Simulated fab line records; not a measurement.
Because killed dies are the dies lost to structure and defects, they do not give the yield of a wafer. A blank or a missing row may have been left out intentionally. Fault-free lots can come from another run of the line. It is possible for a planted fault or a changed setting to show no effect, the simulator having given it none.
Chamber matching ; flow n5-finfet ; N5_HKMG_FIN_CVD_62 on thermal-cvd-si-01: 3 sister chambers
The step deposits a-Si from Si2H6, target thk 3 nm, time 20.8 s. 6 wafers are shown with their chamber, then 8 later ones without.

EACH WAFER AND ITS CHAMBER
wafer;chamber;heater-power-w (W)
L301.1;0;1528
L301.2;2;1286
L303.4;0;1513
L303.5;1;1374
L303.6;2;1351
L305.1;1;1340

WAFERS WITHOUT THEIR CHAMBER
wafer;heater-power-w (W)
L305.2;1304
L305.6;1379
L307.1;1343
L307.3;1539
L307.5;1353
L315.2;1335
L315.5;1361
L315.6;1387

EACH ONE'S CHAMBER
wafer;from the rows above;in truth
L305.2;can't be placed: 2 or 1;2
L305.6;can't be placed: 1 or 2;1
L307.1;can't be placed: 1 or 2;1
L307.3;0;0
L307.5;can't be placed: 1 or 2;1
L315.2;can't be placed: 2 or 1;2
L315.5;can't be placed: 1 or 2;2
L315.6;can't be placed: 1 or 2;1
Correctly placed: 1 of 8. Cannot be placed on the basis of these rows: 7; the candidates contain the true chamber in 7. Wrongly placed: 0.
How it was worked out, from the rows above alone: a wafer's distance from a chamber is the root of the sum, over the readings, of the square of ((its reading less the chamber's mean) divided by the reading's scatter). The wafer belongs to the nearest chamber; if the next one is less than 2 further off, it can't be placed. The mean given for a chamber averages the wafers shown for that chamber. How the scatter is found: for the shown wafers, subtract from each reading the mean of its chamber, square and add these, divide the total by (wafers less chambers), then take the root.
